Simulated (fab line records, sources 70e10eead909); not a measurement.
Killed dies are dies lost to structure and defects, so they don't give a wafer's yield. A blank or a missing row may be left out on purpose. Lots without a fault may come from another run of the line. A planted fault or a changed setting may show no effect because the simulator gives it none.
A struck lot beside a sound one | flow nand_harc | 11 steps out of a route of 1302
Sound: wafers L797.1, L797.2, L797.4. Struck: wafers L808.1, L808.5, L808.6. The cause comes at the end.
At each step with rows: each side's tool, then ch and its chambers, then its first start. Under that, the readings that differ: sound wafers | struck wafers | difference of the means | sigmas: that difference in standard deviations of wafers without a fault.
alike: readings whose means differ by less than 2 such deviations, and words and numbers that are the same on both sides. not compared: withheld readings, readings that some wafer has no value for, bounds like >300 that may hide the same value, and numbers for which the record gives no deviation and whose values overlap.
The two part at a step that has a row with sigmas, a row that says differs or no value, or rows on one side only. Numbers that don't overlap but have no deviation are shown without sigmas and don't part them. A reading that every wafer of one side lacks parts them only if that side has two wafers or more.

first, 1 step without rows for these wafers: NHARC_A_WL_FILL_SRD_14.
NHARC_A_WL_FILL_ALD_19: deposits TiN, target thk 2 nm, pulse time 3 s, ald cycles 100.
  sound on ald_metal-01 ch 0,1,3, day 24 05:48; struck on ald_metal-02 ch 0,1, day 28 08:59
  alike: heater_power_w, precursor_pulse_height_rel
NHARC_A_WL_FILL_CVD_20: deposits W, target thk 100 nm, time 74 s.
  sound on cvd_w-02 ch 0,1; struck on cvd_w-01 ch 0,1
  reading            | sound       | struck      | difference | sigmas
  heater_power_w (W) | 808 821 793 | 895 898 886 | +86        | +2
  alike: throttle_valve_pct
NHARC_A_WL_FILL_CMP_12: polishes, t overpolish 30 s, target thk 100 nm.
  sound on cmp-03 ch 0,1,2, day 24 06:13; struck on cmp-03 ch 0,3, day 28 09:23
  alike: edge_zone_pressure_frac, motor_current_A, overpolish_run_s, slurry_flow_ml_min, time_to_endpoint_s
then, 1 step without rows for these wafers: NHARC_A_WL_FILL_SRD_31.
NHARC_A_WL_FILL_INSPECT_15:
  sound on defect_inspect-02, day 24 06:39; struck on defect_inspect-01, day 28 09:49
  alike: raw_defect_count
NHARC_A_CONTACT_DEP_24: deposits SiO2, target thk 500 nm.
  sound on pecvd-01 ch 0,1, day 24 06:43; struck on pecvd-02 ch 0,1, day 28 09:53
  alike: chamber_pressure_Torr, flow_sccm, heater_power_w, throttle_valve_pct
NHARC_A_CONTACT_DEP_28: deposits aC, target thk 7000 nm.
  sound on acl_dep-03 ch 0, day 24 07:20; struck on acl_dep-03 ch 0, day 28 10:29
  reading              | sound | struck               | difference                   | sigmas
  susceptor_temp_C (C) | - - - | 400.46 400.38 400.00 | no value on the sound wafers |
  alike: throttle_valve_pct
NHARC_A_CONTACT_DEP_29: deposits SiON, target thk 100 nm.
  sound on pecvd-02 ch 0,1,2, day 24 11:34; struck on pecvd-03 ch 0,2, day 28 14:48
  no value came back on the struck wafers for chamber_pressure_Torr (Torr), heater_power_outer_w (W), heater_power_w (W); on the sound wafers chamber_pressure_Torr (Torr) reads 3.500 3.499 3.502
then, 1 step without rows for these wafers: NHARC_A_CONTACT_DEHYDRATE_32 (time 120 s).
-- the record jumps here: 3 days lie between the struck wafers' starts before and after (it left off in module A_CONTACT and takes up again in module END, whose first step shown is number 1302 of the route) --
NHARC_END_SORT_01:
  the record has rows for the struck wafers here (prober-02 ch 0, day 31 13:17) and none for the sound ones

WHERE THEY PART
First at NHARC_A_WL_FILL_CVD_20; last, within this record, at NHARC_END_SORT_01.

WHY: what the simulator had put in
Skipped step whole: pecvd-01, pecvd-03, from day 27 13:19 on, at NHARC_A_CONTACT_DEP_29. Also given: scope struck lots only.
